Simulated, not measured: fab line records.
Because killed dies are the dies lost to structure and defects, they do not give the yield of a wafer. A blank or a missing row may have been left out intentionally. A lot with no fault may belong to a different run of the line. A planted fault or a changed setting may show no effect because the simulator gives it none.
8D (eight disciplines) problem report, filled in by code + flow n5_finfet + the parts of the form that need people (team, actions taken, sign-off) are left out

1. WHAT WENT WRONG
On 2 wafers of 1 lot, run_length_s at N5_SD_EPI_N_COAT_32 has a mean of 51.41 s; fault-free wafers read 66.24 s, standard deviation 0.15. That is -99 standard deviations from the usual mean.
The step: time 60 s, resist thk 350 nm.
Seen first at day 6 06:35 on litho_track-05, wafer L392.4. The record has a number at this step for 27 wafers belonging to 9 lots. Rule for "out", or "out of limits": more than 4 standard deviations from the usual mean. Any other wafer with a number is counted as sound.

2. WHAT IT IS, AND WHAT IT ISN'T
| question                    | is                                 | is not                                                                          |
|-----------------------------|------------------------------------|---------------------------------------------------------------------------------|
| which readings at this step | run_length_s, heater_power_total_W | chill_plate_temp_C                                                              |
| which lots                  | L392                               | L381, L382, L384, L386, L388, L397, L398, L401                                  |
| which wafers of those lots  | L392.4, L392.5                     | L392.3                                                                          |
| read on which tools         | litho_track-05                     | litho_track-01, litho_track-03                                                  |
| when                        | from day 6 06:35                   | up to then (16 sound wafers); but 9 sound wafers of L397, L398, L401 came after |

3. THE SUSPECTS, EACH WITH WHAT RULES IT OUT
Counting: any tool at a process step up to the reading remains a suspect provided it ran every lot that is out. Sound lots after the first of them don't rule it out here, since some wafers of a struck lot are sound.
- rie_diel-06 at N5_DUMMY_GATE_DESCUM_20 (chemistry O2, time 6.2 s): kept. L392, the lot that is out, went through it at day 6 04:48; up to then, the latest sound lot through it was L388 at day 4 23:22.
- rie_diel-04 at N5_DUMMY_GATE_STRIP_40 (strips in CF4): kept. L392, the lot that is out, went through it at day 6 05:08; up to then, the latest sound lot through it was L382 at day 3 09:53.
- rie_diel-06 at N5_DUMMY_GATE_STRIP_41 (strips in O2): kept. It ran the lot that is out, L392 (day 6 05:16).
- litho_track-05 at N5_SD_EPI_N_COAT_32 (time 60 s, resist thk 350 nm): kept. L392, the lot that is out, went through it at day 6 06:35; up to then, the latest sound lot through it was L384 at day 4 01:20. On those wafers its own readings are out: heater_power_total_W, run_length_s.
- Within rie_diel-06 at N5_DUMMY_GATE_DESCUM_20: the wafers that are out ran in chambers 0, 2; their sound lot-mates ran in chamber 3.
- The sound lot-mates ran in chamber 1 of rie_diel-04 at N5_DUMMY_GATE_STRIP_40, but the wafers that are out ran in chamber 0.
- Within rie_diel-06 at N5_DUMMY_GATE_STRIP_41: the wafers that are out ran in chambers 0, 3; their sound lot-mates ran in chamber 2.
Left after counting: rie_diel-06 at N5_DUMMY_GATE_DESCUM_20, rie_diel-04 at N5_DUMMY_GATE_STRIP_40, rie_diel-06 at N5_DUMMY_GATE_STRIP_41, litho_track-05 at N5_SD_EPI_N_COAT_32.

4. THE CAUSE (what the simulator had put in)
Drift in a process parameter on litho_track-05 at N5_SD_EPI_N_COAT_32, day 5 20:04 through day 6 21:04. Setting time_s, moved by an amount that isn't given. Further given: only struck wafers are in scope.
Counting leaves 4 suspects; this tool is one of them.

5. SEQUENCE OF EFFECTS, ordered by route
Each row: a reading where the mean over the struck wafers with a number is more than 3 standard deviations away from the usual. Only readings whose record carries a usual standard deviation are examined. hours: median over the lots of the time between each lot's start at the first step of this table that gives one and its start at this step. sigmas: the change, counted in usual standard deviations.
| hours | step                | reading              | usual   | on struck wafers | change | sigmas |
|-------|---------------------|----------------------|---------|------------------|--------|--------|
| 0     | N5_SD_EPI_N_COAT_32 | heater_power_total_W | 500.4 W | 594.3            | +93.9  | +52    |
| 0     | N5_SD_EPI_N_COAT_32 | run_length_s         | 66.24 s | 51.41            | -14.83 | -99    |
It contains these process steps:
- N5_SD_EPI_N_COAT_32: time 60 s, resist thk 350 nm.
At these later measuring or inspecting steps, every struck wafer for which the step has a row has a number for every such reading, and none has moved that far: N5_BEOL_M4_RC_MEAS_101.

6. HOW IT WOULD HAVE BEEN CAUGHT EARLIER
In this record the first reading out of limits was taken at day 6 06:35, 11 hours after the fault began at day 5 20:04.
